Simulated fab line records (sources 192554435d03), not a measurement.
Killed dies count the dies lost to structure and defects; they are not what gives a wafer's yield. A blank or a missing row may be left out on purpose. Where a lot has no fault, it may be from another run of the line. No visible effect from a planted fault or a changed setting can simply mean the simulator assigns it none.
One fault seen from 2 desks || flow n5 finfet || numbers are kept per desk, each desk with only its own; the story behind them comes last

## METROLOGY DESK
Means of the sampled wafers that have a number, per lot and without regard to the tool the lot ran on: this is what the gauges read. Any lot whose mean is over 4 standard deviations away from the usual mean is out of limits and marked OUT; that distance is given in the brackets. It has 27 readings; the 7 that lie furthest out on some lot are the ones shown.
Columns: A = COMB_M10 at N5_BEOL_M15_RC_MEAS_101, usual 1.5e-11 S/m; B = COMB_M10_max_site at N5_BEOL_M15_RC_MEAS_101, usual 2.2e-11 S/m; C = COMB_M13 at N5_BEOL_M15_RC_MEAS_101, usual 4.9e-12 S/m; D = COMB_M14 at N5_BEOL_M15_RC_MEAS_101, usual 3.8e-12 S/m; E = COMB_M7 at N5_BEOL_M15_RC_MEAS_101, usual 2.5e-11 S/m; F = SERP_M14_max_site at N5_BEOL_M15_RC_MEAS_101, usual 0.161 ohm/um; G = SERP_M5 at N5_BEOL_M15_RC_MEAS_101, usual 39.7 ohm/um
{"lot": "L633", "first seen here": "day 10 03:35", "A": 1.5e-11, "B": 2.7e-11, "C": 5.4e-12, "D": 4.0e-12, "E": 2.3e-11, "F": 0.159, "G": 40.7}
{"lot": "L639", "first seen here": "day 11 19:44", "A": 1.4e-11, "B": 1.8e-11, "C": 6.7e-12, "D": 4.2e-12, "E": 2.6e-11, "F": 0.158, "G": 39.8}
{"lot": "L641", "first seen here": "day 12 06:31", "A": 1.9e-11, "B": 2.6e-11, "C": 5.0e-12, "D": 5.4e-12, "E": 2.6e-11, "F": 0.158, "G": 38.8}
{"lot": "L646", "first seen here": "day 13 16:05", "A": 1.5e-11, "B": 2.0e-11, "C": 4.4e-12, "D": 3.3e-12, "E": 1.7e-11, "F": 0.160, "G": 41.5}
{"lot": "L645", "first seen here": "day 14 00:55", "A": 2.5e-11, "B": 3.5e-11, "C": 4.7e-12, "D": 4.1e-12, "E": 2.1e-11, "F": 0.159, "G": 38.3}
{"lot": "L647", "first seen here": "day 14 01:23", "A": 2.1e-11, "B": 3.2e-11, "C": 5.2e-12, "D": 3.7e-12, "E": 2.5e-11, "F": 0.167, "G": 44.2}
{"lot": "L648", "first seen here": "day 14 14:35", "A": 1.4e-11, "B": 1.8e-11, "C": 5.1e-12, "D": 2.4e-12, "E": 3.3e-11, "F": 0.160, "G": 38.4}
This desk found nothing out of limits on any of the 7 lots.

## AT THE TOOL OWNER'S DESK: ald metal-04
The tool's own readings at N5_BEOL_M10_ALD_74 (deposits TaN, target thk 2 nm, pulse time 2 s, purge time 3 s): means of the sampled wafers that have a number, for each lot that ran on this tool. Any lot whose mean is over 4 standard deviations away from the usual mean is out of limits and marked OUT; that distance is given in the brackets.
Columns: A = heater power w at N5_BEOL_M10_ALD_74, usual 415 W; B = mfc carrier sccm at N5_BEOL_M10_ALD_74, usual 1500 sccm
{"lot": "L633", "first seen here": "day 10 06:31", "A": 421, "B": 1502}
{"lot": "L646", "first seen here": "day 13 17:43", "A": 416, "B": 1501}
{"lot": "L645", "first seen here": "day 14 01:53", "A": 403, "B": 1500}
{"lot": "L647", "first seen here": "day 14 02:23", "A": 406, "B": 1498}
This desk found nothing out of limits on any of the 4 lots.

## ALL TOGETHER
From the metrology desk's view, nothing was out of limits.
Nothing out of limits was seen by the tool owner's desk.

## WHAT THE SIMULATOR HAD PUT IN
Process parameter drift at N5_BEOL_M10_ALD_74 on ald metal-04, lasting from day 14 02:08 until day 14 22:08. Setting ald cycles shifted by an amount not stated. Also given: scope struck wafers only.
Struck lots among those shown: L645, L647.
